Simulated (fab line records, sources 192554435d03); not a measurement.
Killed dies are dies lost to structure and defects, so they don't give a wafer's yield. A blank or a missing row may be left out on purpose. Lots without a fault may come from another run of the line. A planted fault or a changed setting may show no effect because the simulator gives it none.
Which tool did it? | flow n5_finfet | 21 lots, 63 wafers sampled, at 6 steps of a route of 1938

WHAT THE GAUGES READ, wafer by wafer
The record holds no reading of a measuring or inspecting step that can be judged against a usual standard deviation.

WHICH TOOL RAN EACH LOT (tool, then ch and the chambers of the sampled wafers, then the start)
lot  | N5_HKMG_FIN_ETCH_54               | N5_HKMG_FIN_ALD_36                 | N5_HKMG_FIN_STRIP_34              | N5_HKMG_FIN_ALD_91                 | N5_GATE_CUT_ETCHBACK_00           | N5_GATE_CUT_ETCH_58
L074 | rie_diel-01 ch 2,3, day 3 21:21   | ald_metal-04 ch 0,2,3, day 3 23:33 | rie_diel-05 ch 0,1,2, day 4 01:04 | ald_metal-03 ch 0,2,3, day 4 01:46 | rie_metal-02 ch 0, day 4 05:56    | rie_diel-06 ch 1,3, day 4 06:28
L075 | rie_diel-01 ch 2,3, day 4 04:34   | ald_metal-04 ch 0,1,2, day 4 06:40 | rie_diel-05 ch 1,2, day 4 08:53   | ald_metal-03 ch 0,1,2, day 4 09:36 | rie_metal-01 ch 0,1, day 4 13:35  | rie_diel-04 ch 1,2,3, day 4 13:50
L076 | rie_diel-05 ch 0,1,2, day 4 12:00 | ald_metal-03 ch 1,2,3, day 4 14:11 | rie_diel-03 ch 2,3, day 4 15:42   | ald_metal-04 ch 0,1,3, day 4 16:24 | rie_metal-02 ch 0, day 4 19:53    | rie_diel-04 ch 1,2, day 4 20:25
L077 | rie_diel-05 ch 0,1,2, day 4 17:58 | ald_metal-02 ch 1,3, day 4 20:03   | rie_diel-05 ch 0,1,3, day 4 22:00 | ald_metal-04 ch 0,2,3, day 4 22:41 | rie_metal-02 ch 0, day 5 02:11    | rie_diel-04 ch 1,2, day 5 02:42
L078 | rie_diel-01 ch 0,1, day 5 00:59   | ald_metal-02 ch 0,1, day 5 03:04   | rie_diel-01 ch 1,2,3, day 5 05:34 | ald_metal-04 ch 0,2,3, day 5 06:16 | rie_metal-03 ch 0,1, day 5 09:53  | rie_diel-02 ch 0,2, day 5 10:08
L079 | rie_diel-05 ch 0,1,2, day 5 10:39 | ald_metal-04 ch 0,1,3, day 5 12:44 | rie_diel-03 ch 0,1,2, day 5 14:36 | ald_metal-04 ch 1,2,3, day 5 15:19 | rie_metal-03 ch 0,1, day 5 19:10  | rie_diel-02 ch 1,2,3, day 5 19:34
L080 | rie_diel-01 ch 0,1,2, day 5 13:21 | ald_metal-02 ch 0,3, day 5 15:28   | rie_diel-01 ch 0,1,3, day 5 16:59 | ald_metal-03 ch 0,1,3, day 5 17:41 | rie_metal-01 ch 0,1, day 5 21:08  | rie_diel-02 ch 0,1, day 5 21:25
L081 | rie_diel-03 ch 0,3, day 5 19:31   | ald_metal-03 ch 1,3, day 5 21:38   | rie_diel-03 ch 2,3, day 5 23:10   | ald_metal-04 ch 0,2,3, day 5 23:52 | rie_metal-03 ch 1, day 6 03:25    | rie_diel-06 ch 0,2, day 6 03:43
L083 | rie_diel-01 ch 2,3, day 6 03:53   | ald_metal-04 ch 1,3, day 6 06:01   | rie_diel-01 ch 1,2,3, day 6 07:25 | ald_metal-04 ch 0,1,3, day 6 08:07 | rie_metal-01 ch 0,1, day 6 11:55  | rie_diel-04 ch 1,2,3, day 6 12:10
L084 | rie_diel-01 ch 1,3, day 6 11:43   | ald_metal-04 ch 0,1,2, day 6 13:48 | rie_diel-01 ch 1,2,3, day 6 15:20 | ald_metal-03 ch 1,2,3, day 6 16:04 | rie_metal-01 ch 0,1, day 6 19:34  | rie_diel-02 ch 1,2,3, day 6 19:52
L085 | rie_diel-03 ch 0,2,3, day 7 00:12 | ald_metal-02 ch 0,1,3, day 7 02:17 | rie_diel-01 ch 0,1,2, day 7 03:49 | ald_metal-03 ch 0,1,2, day 7 04:31 | rie_metal-03 ch 0,1, day 7 08:02  | rie_diel-02 ch 0,1,2, day 7 08:20
L086 | rie_diel-03 ch 1,2, day 7 02:33   | ald_metal-02 ch 1,2, day 7 04:41   | rie_diel-03 ch 2,3, day 7 06:26   | ald_metal-04 ch 0,2,3, day 7 07:08 | rie_metal-03 ch 0,1, day 7 10:59  | rie_diel-04 ch 1,3, day 7 11:17
L087 | rie_diel-01 ch 0,2,3, day 7 06:23 | ald_metal-03 ch 0,1, day 7 08:29   | rie_diel-03 ch 1,2,3, day 7 10:01 | ald_metal-03 ch 0,3, day 7 10:43   | rie_metal-02 ch 0,1, day 7 14:09  | rie_diel-02 ch 1,2, day 7 14:36
L089 | rie_diel-03 ch 0,2,3, day 7 19:02 | ald_metal-02 ch 1,3, day 7 21:17   | rie_diel-03 ch 1,2,3, day 7 23:43 | ald_metal-02 ch 0,1,2, day 8 00:24 | rie_metal-01 ch 0,1, day 8 04:12  | rie_diel-04 ch 0,1,3, day 8 04:29
L090 | rie_diel-03 ch 1,2,3, day 7 21:48 | ald_metal-04 ch 2,3, day 8 00:04   | rie_diel-03 ch 0,2,3, day 8 02:28 | ald_metal-02 ch 2,3, day 8 03:22   | rie_metal-01 ch 0,1, day 8 06:58  | rie_diel-04 ch 0,1,3, day 8 07:15
L091 | rie_diel-01 ch 0,1,3, day 8 08:10 | ald_metal-02 ch 0,1,3, day 8 10:17 | rie_diel-05 ch 1,2, day 8 11:49   | ald_metal-03 ch 0,1,2, day 8 12:31 | rie_metal-02 ch 0,1, day 8 16:11  | rie_diel-02 ch 0,3, day 8 16:29
L092 | rie_diel-05 ch 0,1, day 8 13:06   | ald_metal-02 ch 1,2,3, day 8 15:11 | rie_diel-03 ch 1,2,3, day 8 17:08 | ald_metal-02 ch 0,1,3, day 8 17:50 | rie_metal-03 ch 0,1, day 8 21:19  | rie_diel-06 ch 0,3, day 8 21:38
L093 | rie_diel-05 ch 1,2, day 8 19:28   | ald_metal-02 ch 0,2, day 8 21:33   | rie_diel-05 ch 0,1, day 8 23:16   | ald_metal-04 ch 0,3, day 8 23:59   | rie_metal-02 ch 0,1, day 9 03:34  | rie_diel-02 ch 0,1, day 9 03:51
L095 | rie_diel-01 ch 1,3, day 9 07:47   | ald_metal-02 ch 0,1,2, day 9 09:57 | rie_diel-01 ch 0,1, day 9 11:22   | ald_metal-03 ch 0,1,3, day 9 12:04 | rie_metal-02 ch 0,1, day 9 15:32  | rie_diel-06 ch 0,2,3, day 9 15:55
L096 | rie_diel-03 ch 1,2,3, day 9 12:34 | ald_metal-02 ch 0,1,2, day 9 14:40 | rie_diel-01 ch 0,3, day 9 16:16   | ald_metal-03 ch 0,1,2, day 9 16:58 | rie_metal-03 ch 0,1, day 9 20:29  | rie_diel-04 ch 1,2,3, day 9 20:46
L097 | rie_diel-03 ch 0,3, day 9 20:02   | ald_metal-03 ch 0,1,2, day 9 22:08 | rie_diel-01 ch 1,2,3, day 9 23:34 | ald_metal-04 ch 0,3, day 10 00:15  | rie_metal-03 ch 0,1, day 10 03:41 | rie_diel-04 ch 1,2,3, day 10 03:59
- N5_HKMG_FIN_ETCH_54: etches SiARC in CF4, target depth 45.5 nm, time 75.8 s.
- N5_HKMG_FIN_ALD_36: deposits TiN, target thk 1 nm, pulse time 1 s, purge time 3 s.
- N5_HKMG_FIN_STRIP_34: strips in CF4.
- N5_HKMG_FIN_ALD_91: deposits TiN, target thk 1 nm, pulse time 1 s, purge time 3 s.
- N5_GATE_CUT_ETCHBACK_00: etches W in SF6/Cl2.
- N5_GATE_CUT_ETCH_58: etches SiNx in CH3F/O2, target depth 17 nm, time 128.6 s.

WHAT THE TOOLS THEMSELVES READ (means of the sampled wafers that have a number; where no wafer has one, the mark that the record gives instead)
N5_HKMG_FIN_ETCH_54. Usual: bias_w 36.01 W, standard deviation 0.11; drypump_motor_current_A 5.62 A, standard deviation 0.29; etch_rf_on_time_s 76.0 s, standard deviation 2.1; oes_product_au 0.65 a.u., standard deviation 0.051; rf_vpp_V 184.1 V, standard deviation 1; showerhead_plenum_p_Torr 2.15 Torr, standard deviation 0.051; throttle_valve_pct 15.63 %, standard deviation 0.28.
lot  | tool        | bias_w (W) | drypump_motor_current_A (A) | etch_rf_on_time_s (s) | oes_product_au (a.u.) | rf_vpp_V (V) | showerhead_plenum_p_Torr (Torr) | throttle_valve_pct (%) | flag
L074 | rie_diel-01 | 35.99      | 5.69                        | 73.4                  | 0.63                  | 183.4        | 2.13                            | 15.95                  |
L075 | rie_diel-01 | 36.03      | 5.60                        | 74.5                  | 0.63                  | 184.1        | 2.13                            | 15.93                  |
L076 | rie_diel-05 | 36.07      | 5.42                        | 77.3                  | 0.65                  | 184.9        | 2.22                            | 15.78                  |
L077 | rie_diel-05 | 35.99      | 5.41                        | 78.3                  | 0.65                  | 185.0        | 2.22                            | 15.78                  |
L078 | rie_diel-01 | 35.90      | 5.78                        | 77.1                  | 0.60                  | 183.8        | 2.13                            | 15.50                  |
L079 | rie_diel-05 | 36.07      | 5.41                        | 77.6                  | 0.64                  | 185.0        | 2.21                            | 15.79                  |
L080 | rie_diel-01 | 35.89      | 5.79                        | 75.5                  | 0.61                  | 183.7        | 2.12                            | 15.74                  |
L081 | rie_diel-03 | 35.90      | 5.81                        | 76.6                  | 0.67                  | 185.5        | 2.18                            | 15.39                  |
L083 | rie_diel-01 | 36.08      | 5.67                        | 73.4                  | 0.62                  | 183.2        | 2.12                            | 16.02                  |
L084 | rie_diel-01 | 36.02      | 5.66                        | 74.2                  | 0.62                  | 183.6        | 2.14                            | 15.75                  |
L085 | rie_diel-03 | 35.98      | 5.54                        | 76.7                  | 0.66                  | 183.0        | 2.15                            | 15.39                  |
L086 | rie_diel-03 | 36.02      | 5.45                        | 75.9                  | 0.70                  | 184.2        | 2.15                            | 15.39                  |
L087 | rie_diel-01 | 35.97      | 5.74                        | 74.8                  | 0.68                  | 183.5        | 2.11                            | 15.79                  |
L089 | rie_diel-03 | 35.97      | 5.53                        | 76.0                  | 0.65                  | 183.9        | 2.15                            | 15.41                  |
L090 | rie_diel-03 | 35.97      | 5.42                        | 74.9                  | 0.68                  | 183.1        | 2.12                            | 15.36                  |
L091 | rie_diel-01 | 35.97      | 5.76                        | 76.3                  | 0.66                  | 183.3        | 2.12                            | 15.59                  |
L092 | rie_diel-05 | 36.08      | 5.45                        | 75.9                  | 0.64                  | 185.1        | 2.20                            | 15.82                  |
L093 | rie_diel-05 | 35.95      | 5.49                        | 79.7                  | 0.61                  | 184.7        | 2.20                            | 15.73                  |
L095 | rie_diel-01 | 36.08      | 5.66                        | 77.4                  | 0.59                  | 183.8        | 2.13                            | 15.61                  |
L096 | rie_diel-03 | 36.07      | 5.44                        | 75.2                  | 0.67                  | 184.1        | 2.11                            | 15.40                  |
L097 | rie_diel-03 | 35.91      | 5.81                        | 75.8                  | 0.64                  | 184.6        | 2.17                            | 15.46                  |

N5_HKMG_FIN_ALD_36. Usual: heater_power_w 843 W, standard deviation 84; precursor_pulse_height_rel 0.998, standard deviation 0.017.
lot  | tool         | heater_power_w (W) | precursor_pulse_height_rel | flag
L074 | ald_metal-04 | 859                | 0.985                      |
L075 | ald_metal-04 | 863                | 0.998                      |
L076 | ald_metal-03 | 928                | 0.997                      |
L077 | ald_metal-02 | 732                | 0.995                      |
L078 | ald_metal-02 | 778                | 1.001                      |
L079 | ald_metal-04 | 834                | 0.993                      |
L080 | ald_metal-02 | 749                | 1.003                      |
L081 | ald_metal-03 | 912                | 1.016                      |
L083 | ald_metal-04 | 789                | 0.992                      |
L084 | ald_metal-04 | 873                | 0.991                      |
L085 | ald_metal-02 | 765                | 0.989                      |
L086 | ald_metal-02 | 871                | 0.994                      |
L087 | ald_metal-03 | 1014               | 1.010                      |
L089 | ald_metal-02 | 738                | 0.992                      |
L090 | ald_metal-04 | 817                | 0.992                      |
L091 | ald_metal-02 | 762                | 0.993                      |
L092 | ald_metal-02 | 807                | 0.985                      |
L093 | ald_metal-02 | 899                | 1.002                      |
L095 | ald_metal-02 | 846                | 1.004                      |
L096 | ald_metal-02 | 841                | 0.994                      |
L097 | ald_metal-03 | 952                | 0.996                      |

N5_HKMG_FIN_STRIP_34. Usual: drypump_motor_current_A 5.6 A, standard deviation 0.33; oes_product_au 0.76 a.u., standard deviation 0.061; rf_vpp_V 271.3 V, standard deviation 1.3; showerhead_plenum_p_Torr 1.80 Torr, standard deviation 0.047; throttle_valve_pct 13.60 %, standard deviation 0.27.
lot  | tool        | drypump_motor_current_A (A) | oes_product_au (a.u.) | rf_vpp_V (V) | showerhead_plenum_p_Torr (Torr) | throttle_valve_pct (%) | flag
L074 | rie_diel-05 | 5.4                         | 0.76                  | 273.1        | 1.86                            | 13.75                  |
L075 | rie_diel-05 | 5.3                         | 0.75                  | 271.7        | 1.86                            | 13.79                  |
L076 | rie_diel-03 | 5.5                         | 0.80                  | 269.8        | 1.77                            | 13.29                  |
L077 | rie_diel-05 | 5.8                         | 0.74                  | 271.8        | 1.81                            | 13.72                  |
L078 | rie_diel-01 | 5.7                         | 0.72                  | 271.7        | 1.79                            | 13.76                  |
L079 | rie_diel-03 | 5.5                         | 0.80                  | 271.4        | 1.83                            | 13.41                  |
L080 | rie_diel-01 | 5.7                         | 0.69                  | 269.8        | 1.78                            | 13.70                  |
L081 | rie_diel-03 | 5.2                         | 0.77                  | 270.7        | 1.78                            | 13.38                  |
L083 | rie_diel-01 | 5.7                         | 0.71                  | 270.7        | 1.78                            | 13.80                  |
L084 | rie_diel-01 | 5.7                         | 0.70                  | 270.9        | 1.78                            | 13.80                  |
L085 | rie_diel-01 | 5.8                         | 0.78                  | 270.3        | 1.78                            | 13.61                  |
L086 | rie_diel-03 | 5.2                         | 0.77                  | 270.4        | 1.78                            | 13.41                  |
L087 | rie_diel-03 | 5.4                         | 0.80                  | 270.7        | 1.78                            | 13.36                  |
L089 | rie_diel-03 | 5.4                         | 0.80                  | 270.8        | 1.78                            | 13.37                  |
L090 | rie_diel-03 | 5.5                         | 0.76                  | 271.2        | 1.81                            | 13.43                  |
L091 | rie_diel-05 | 5.5                         | 0.74                  | 272.7        | 1.85                            | 13.73                  |
L092 | rie_diel-03 | 5.5                         | 0.79                  | 270.9        | 1.78                            | 13.38                  |
L093 | rie_diel-05 | 5.5                         | 0.74                  | 272.4        | 1.85                            | 13.73                  |
L095 | rie_diel-01 | 5.8                         | 0.76                  | 270.9        | 1.78                            | 13.42                  |
L096 | rie_diel-01 | 5.8                         | 0.82                  | 270.6        | 1.77                            | 13.55                  |
L097 | rie_diel-01 | 5.7                         | 0.78                  | 269.8        | 1.77                            | 13.65                  |

N5_HKMG_FIN_ALD_91. Usual: heater_power_w 878 W, standard deviation 81; precursor_pulse_height_rel 1.000, standard deviation 0.018.
lot  | tool         | heater_power_w (W) | precursor_pulse_height_rel | flag
L074 | ald_metal-03 | 953                | 0.997                      |
L075 | ald_metal-03 | 962                | 1.014                      |
L076 | ald_metal-04 | 836                | 1.002                      |
L077 | ald_metal-04 | 865                | 1.005                      |
L078 | ald_metal-04 | 853                | 0.978                      |
L079 | ald_metal-04 | 837                | 1.015                      |
L080 | ald_metal-03 | 971                | 0.977                      |
L081 | ald_metal-04 | 858                | 0.995                      |
L083 | ald_metal-04 | 849                | 1.011                      |
L084 | ald_metal-03 | 914                | 1.005                      |
L085 | ald_metal-03 | 961                | 1.010                      |
L086 | ald_metal-04 | 853                | 0.989                      |
L087 | ald_metal-03 | 998                | 1.013                      |
L089 | ald_metal-02 | 844                | 1.006                      |
L090 | ald_metal-02 | 809                | 0.999                      |
L091 | ald_metal-03 | 969                | 1.002                      |
L092 | ald_metal-02 | 755                | 0.998                      |
L093 | ald_metal-04 | 852                | 0.995                      |
L095 | ald_metal-03 | 951                | 0.998                      |
L096 | ald_metal-03 | 970                | 1.009                      |
L097 | ald_metal-04 | 864                | 0.981                      |

N5_GATE_CUT_ETCHBACK_00. Usual: bias_w 79.99 W, standard deviation 0.27; drypump_motor_current_A 6.1 A, standard deviation 0.44; oes_product_au 0.72 a.u., standard deviation 0.091; throttle_valve_pct 27.37 %, standard deviation 0.14.
lot  | tool         | bias_w (W) | drypump_motor_current_A (A) | oes_product_au (a.u.) | throttle_valve_pct (%) | flag
L074 | rie_metal-02 | 79.94      | 5.9                         | 0.68                  | 27.50                  |
L075 | rie_metal-01 | 79.95      | 6.3                         | 0.63                  | 27.42                  |
L076 | rie_metal-02 | 80.02      | 5.8                         | 0.68                  | 27.50                  |
L077 | rie_metal-02 | 79.81      | 5.9                         | 0.67                  | 27.50                  |
L078 | rie_metal-03 | 79.92      | 6.1                         | 0.84                  | 27.19                  |
L079 | rie_metal-03 | 79.99      | 6.1                         | 0.83                  | 27.19                  |
L080 | rie_metal-01 | 80.21      | 6.5                         | 0.62                  | 27.39                  |
L081 | rie_metal-03 | 79.64      | 6.5                         | 0.88                  | 27.10                  |
L083 | rie_metal-01 | 79.73      | 6.5                         | 0.62                  | 27.39                  |
L084 | rie_metal-01 | 80.06      | 6.4                         | 0.63                  | 27.42                  |
L085 | rie_metal-03 | 79.78      | 5.8                         | 0.78                  | 27.30                  |
L086 | rie_metal-03 | 79.73      | 5.7                         | 0.78                  | 27.30                  |
L087 | rie_metal-02 | 80.26      | 6.1                         | 0.72                  | 27.45                  |
L089 | rie_metal-01 | 80.07      | 6.5                         | 0.61                  | 27.40                  |
L090 | rie_metal-01 | 79.97      | 6.4                         | 0.62                  | 27.42                  |
L091 | rie_metal-02 | 80.08      | 6.1                         | 0.72                  | 27.47                  |
L092 | rie_metal-03 | 80.11      | 6.1                         | 0.81                  | 27.21                  |
L093 | rie_metal-02 | 80.38      | 6.1                         | 0.72                  | 27.47                  |
L095 | rie_metal-02 | 79.83      | 6.3                         | 0.76                  | 27.42                  |
L096 | rie_metal-03 | 80.11      | 5.8                         | 0.76                  | 27.32                  |
L097 | rie_metal-03 | 80.01      | 6.1                         | 0.79                  | 27.22                  |

N5_GATE_CUT_ETCH_58. Usual: CH3F_flow_sccm 30.01 sccm, standard deviation 0.097; bias_w 21.00 W, standard deviation 0.066; drypump_motor_current_A 5.5 A, standard deviation 0.42; oes_product_au 0.78 a.u., standard deviation 0.1; rf_vpp_V 99.3 V, standard deviation 0.87; showerhead_plenum_p_Torr 2.01 Torr, standard deviation 0.074; throttle_valve_pct 16.3 %, standard deviation 0.31.
lot  | tool        | CH3F_flow_sccm (sccm) | bias_w (W) | drypump_motor_current_A (A) | oes_product_au (a.u.) | rf_vpp_V (V) | showerhead_plenum_p_Torr (Torr) | throttle_valve_pct (%) | flag
L074 | rie_diel-06 | 29.93                 | 20.93      | 5.1                         | 0.72                  | 99.1         | 2.04                            | 16.4                   |
L075 | rie_diel-04 | 29.93                 | 20.94      | 5.5                         | 0.82                  | 99.1         | 2.04                            | 16.3                   |
L076 | rie_diel-04 | 30.10                 | 20.96      | 5.2                         | 0.88                  | 99.5         | 2.03                            | 16.0                   |
L077 | rie_diel-04 | 30.01                 | 20.97      | 5.3                         | 0.82                  | 99.7         | 2.01                            | 16.0                   |
L078 | rie_diel-02 | 30.03                 | 21.04      | 5.7                         | 0.70                  | 99.1         | 1.95                            | 16.5                   |
L079 | rie_diel-02 | 29.93                 | 20.96      | 5.8                         | 0.71                  | 99.6         | 2.02                            | 16.5                   |
L080 | rie_diel-02 | 30.05                 | 21.04      | 5.9                         | 0.69                  | 98.1         | 1.90                            | 16.3                   |
L081 | rie_diel-06 | 30.03                 | 21.07      | 4.7                         | 0.71                  | 99.0         | 1.89                            | 16.6                   |
L083 | rie_diel-04 | 29.93                 | 20.99      | 5.5                         | 0.80                  | 99.4         | 2.03                            | 16.3                   |
L084 | rie_diel-02 | 30.07                 | 20.98      | 5.8                         | 0.71                  | 99.3         | 2.02                            | 16.5                   |
L085 | rie_diel-02 | 29.99                 | 21.03      | 5.8                         | 0.80                  | 99.3         | 2.04                            | 16.3                   |
L086 | rie_diel-04 | 29.97                 | 21.07      | 5.7                         | 0.74                  | 98.7         | 2.04                            | 16.6                   |
L087 | rie_diel-02 | 29.98                 | 21.00      | 5.8                         | 0.69                  | 99.3         | 1.96                            | 16.4                   |
L089 | rie_diel-04 | 30.08                 | 21.00      | 5.6                         | 0.80                  | 99.6         | 2.03                            | 16.3                   |
L090 | rie_diel-04 | 30.00                 | 20.97      | 5.6                         | 0.80                  | 99.8         | 2.03                            | 16.4                   |
L091 | rie_diel-02 | 30.03                 | 21.04      | 5.8                         | 0.86                  | 99.8         | 2.09                            | 16.1                   |
L092 | rie_diel-06 | 30.06                 | 20.94      | 4.8                         | 0.71                  | 99.7         | 2.01                            | 16.4                   |
L093 | rie_diel-02 | 30.04                 | 20.96      | 5.9                         | 0.77                  | 99.2         | 1.97                            | 16.2                   |
L095 | rie_diel-06 | 29.92                 | 21.05      | 4.7                         | 0.79                  | 99.2         | 2.03                            | 16.4                   |
L096 | rie_diel-04 | 29.98                 | 20.97      | 5.5                         | 0.77                  | 100.0        | 2.03                            | 16.3                   |
L097 | rie_diel-04 | 30.02                 | 21.03      | 5.5                         | 0.76                  | 99.2         | 2.03                            | 16.4                   |

THE ANSWER, worked out from the rows above alone
Rule: a lot is off if the mean of its wafers that have a number lies more than 3 standard deviations from the usual mean. A lot without any number at a reading at which 4 lots or more have one is off too. The other lots that the step has rows for count as sound. The gauges are gone through in route order, then the tools' own readings, and for those a lot's mean is taken as printed above. The first step at which some lot is off is used, and at that step the reading that is off furthest; a lot without a number counts as furthest.
No lot is off at any reading shown: from this, nothing can be told.

WHAT THE SIMULATOR HAD PUT IN
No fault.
